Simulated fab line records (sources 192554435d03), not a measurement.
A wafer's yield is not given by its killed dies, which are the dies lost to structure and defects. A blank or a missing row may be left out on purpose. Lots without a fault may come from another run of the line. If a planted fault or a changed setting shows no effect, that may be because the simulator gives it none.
Split-lot study	flow n5Finfet	7 lots, 21 wafers read, on a route of 1938 steps

ABOUT THE SPLIT
At N5_BEOL_M6_EXPOSE_08 (exposes mask M6), the setting doseMj was moved away from the recipe's 68.25 on 5 of the 21 wafers read, by -4.8% to +5.2%. The other wafers ran this setting at the recipe's value.

FROM THE SPLIT TO THE READING: what the file shows between them, 17 steps
- N5_BEOL_M6_PEB_09: peb time 60 s
- N5_BEOL_M6_DEVELOP_10: develop time 30 s
- N5_BEOL_M6_CD_MEAS_11: target cd 38.5 nm
- N5_BEOL_M6_DESCUM_16: chemistry O2, time 7.9 s
- N5_BEOL_M6_ETCH_61: etches SiARC in CF4, target depth 45.5 nm, time 75.8 s
- N5_BEOL_M6_ETCH_62: etches SOC in N2/H2, target depth 110 nm, overetch 22 nm, time 165 s
- N5_BEOL_M6_STRIP_68: strips in N2/H2
- N5_BEOL_M6_STRIP_67: strips in CF4
- N5_BEOL_M6_HM_OPEN_17: chemistry Cl2/BCl3, target TiN, target depth 20 nm, overetch 6 nm
- N5_BEOL_M6_TRENCH_ETCH_37: etches SiCOH lowk in C4F6/O2, target depth 94.435 nm, time 31.5 s (also split here: biasW)
- N5_BEOL_M6_ETCH_41: etches SiCN in CH3F/O2, target depth 29.7 nm, time 52 s
- N5_BEOL_M6_STRIP_80: strips in N2/H2, time 10 s
- N5_BEOL_M6_OCD_MEAS_38
- N5_BEOL_M6_HM_STRIP_39: strips TiN in peroxide tin strip, target depth 25 nm, time 158 s
- N5_BEOL_M6_SRD_40: time 30 s
- N5_BEOL_M6_PRECLEAN_42: cleans in residue remover, time 60 s
- N5_BEOL_M6_SRD_43: time 30 s

THE READING
cdNm, in nm, at N5_BEOL_M6_CD_MEAS_35 (target cd 40 nm, target cd y 28 nm). A value of 40.1 nm with a standard deviation of 0.58 nm is what fault-free wafers of this fab line usually give.

wafer	tool, chamber at the split	doseMj as run	against the recipe	cdNm, nm	against lot-mates on the recipe
L074.1	arfiScanner-01, 0	71.78	+5.2%	42.0	+1.9
L074.5	arfiScanner-01, 0	68.25	recipe	40.1	-
L074.6	arfiScanner-01, 0	71.78	+5.2%	42.8	+2.7
L076.1	arfiScanner-02, 0	68.25	recipe	40.4	-
L076.5	arfiScanner-02, 0	68.25	recipe	41.1	-
L076.6	arfiScanner-02, 0	70.07	+2.7%	41.4	+0.6
L084.1	arfiScanner-01, 0	68.25	recipe	40.1	-
L084.3	arfiScanner-01, 0	68.25	recipe	40.2	-
L084.6	arfiScanner-01, 0	68.25	recipe	40.7	-
L085.1	arfiScanner-01, 0	68.25	recipe	39.1	-
L085.5	arfiScanner-01, 0	68.25	recipe	39.7	-
L085.6	arfiScanner-01, 0	68.25	recipe	39.0	-
L087.1	arfiScanner-01, 0	68.25	recipe	40.2	-
L087.2	arfiScanner-01, 0	68.25	recipe	39.6	-
L087.3	arfiScanner-01, 0	68.25	recipe	40.1	-
L089.4	arfiScanner-01, 0	64.98	-4.8%	37.7	-2.9
L089.5	arfiScanner-01, 0	64.98	-4.8%	38.7	-1.9
L089.6	arfiScanner-01, 0	68.25	recipe	40.6	-
L094.2	arfiScanner-01, 0	68.25	recipe	39.8	-
L094.5	arfiScanner-01, 0	68.25	recipe	39.7	-
L094.6	arfiScanner-01, 0	68.25	recipe	40.2	-

FIT RESULTS
A straight line over all 21 wafers: cdNm changes by +0.427 nm for each +1% of doseMj; r = +0.88; the points scatter about the line by 0.54 nm.
The same after taking each lot's own level away (the mean of its wafers on the recipe; 21 wafers): +0.457 nm for each +1%; r = +0.95; scatter 0.35 nm.
The reading moves by 2.4 nm for the largest change in doseMj, on that fit.
The lots' own levels span 39.27 to 40.75 nm, that is 2.6 times the standard deviation above.
The two slopes agree, so the slope changes little with the lot-to-lot level.
Check: with one of the wafers moved furthest among these (+5.2%) left out of the fit, the line predicts +2.48 nm for it against its lot-mates. It came out at +1.9 nm against them.

ADDITIONAL SPLITS CARRIED BY THESE WAFERS
Note: prior to the reading, these wafers also went through further splits. Each is held against what the fit with the lots' levels taken away leaves over:
other split on the same wafers	wafers away from the commonest value	r with cdNm (lot level and that fit taken away)
N5_BEOL_M6_TRENCH_ETCH_37 biasW	9	-0.20

THE WHOLE CHAIN: every reading that the file lists as answering this split, in the file's order
step	what it does	reading	change (the file's fit)	r (the file's)
N5_BEOL_M6_CD_MEAS_11	target cd 38.5 nm	cdNm	+0.448 nm for each +1% of the setting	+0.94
N5_BEOL_M6_ETCH_61	etches SiARC in CF4, target depth 45.5 nm, time 75.8 s	BEOL_M6.cdOffsetNm (the simulator's own value, which no gauge read)	+0.5 nm for each +1% of the setting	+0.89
N5_BEOL_M6_ETCH_62	etches SOC in N2/H2, target depth 110 nm, overetch 22 nm, time 165 s	BEOL_M6.cdOffsetNm (the simulator's own value, which no gauge read)	+0.487 nm for each +1% of the setting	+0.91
N5_BEOL_M6_HM_OPEN_17	chemistry Cl2/BCl3, target TiN, target depth 20 nm, overetch 6 nm	BEOL_M6.cdOffsetNm (the simulator's own value, which no gauge read)	+0.469 nm for each +1% of the setting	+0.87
N5_BEOL_M6_CD_MEAS_35	target cd 40 nm, target cd y 28 nm	cdNm	+0.444 nm for each +1% of the setting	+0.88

THE FILE'S OWN FIT
cdNm changes by +0.444 nm for each +1% of doseMj, r = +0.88.
